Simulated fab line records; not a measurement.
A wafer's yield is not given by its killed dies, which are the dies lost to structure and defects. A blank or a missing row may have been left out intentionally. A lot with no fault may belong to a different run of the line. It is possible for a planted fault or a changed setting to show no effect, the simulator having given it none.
Chamber matching :: flow n5-finfet :: N5_MOL_CONTACT_COAG_ETCH_124 on rie-diel-01: 4 sister chambers
The step etches SiNx in CH3F/O2, stops on SiOC, target depth 6.5 nm. 4 wafers are shown with their chamber, then 8 later ones without.

== WAFERS PAIRED WITH THEIR CHAMBERS ==
wafer: L081.5
chamber: 2
showerhead-plenum-p-Torr (Torr): 2.01

wafer: L083.2
chamber: 0
showerhead-plenum-p-Torr (Torr): 1.95

wafer: L083.6
chamber: 3
showerhead-plenum-p-Torr (Torr): 1.96

wafer: L086.2
chamber: 1
showerhead-plenum-p-Torr (Torr): 2.11

== WAFERS WITH NO CHAMBER GIVEN ==
wafer: L086.3
showerhead-plenum-p-Torr (Torr): 2.00

wafer: L086.4
showerhead-plenum-p-Torr (Torr): 1.94

wafer: L090.3
showerhead-plenum-p-Torr (Torr): 2.10

wafer: L090.4
showerhead-plenum-p-Torr (Torr): 2.10

wafer: L090.6
showerhead-plenum-p-Torr (Torr): 1.94

wafer: L097.4
showerhead-plenum-p-Torr (Torr): 1.95

wafer: L097.5
showerhead-plenum-p-Torr (Torr): 1.99

wafer: L097.6
showerhead-plenum-p-Torr (Torr): 1.95

== CHAMBER TAKEN BY EACH ==
wafer: L086.3
from the rows above: 2
in truth: 2

wafer: L086.4
from the rows above: can't be placed: 0 or 3
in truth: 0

wafer: L090.3
from the rows above: 1
in truth: 1

wafer: L090.4
from the rows above: 1
in truth: 1

wafer: L090.6
from the rows above: can't be placed: 0 or 3
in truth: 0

wafer: L097.4
from the rows above: can't be placed: 0 or 3
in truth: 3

wafer: L097.5
from the rows above: can't be placed: 2 or 3 or 0
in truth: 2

wafer: L097.6
from the rows above: can't be placed: 0 or 3
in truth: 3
Correctly placed: 3 of 8. Unplaceable from these rows: 5, with the true chamber sitting among the candidates in 5. Number placed wrongly: 0.
How it was worked out, from the rows above alone: a wafer's distance from a chamber is the root of the sum, over the readings, of the square of ((its reading less the chamber's mean) divided by the reading's scatter). The wafer belongs to the nearest chamber; if the next one is less than 2 further off, it can't be placed. A chamber's mean is the mean of its shown wafers. The scatter (one wafer shown for each chamber): square how far every hidden wafer sits from the nearest shown wafer, average those squares and take the square root.
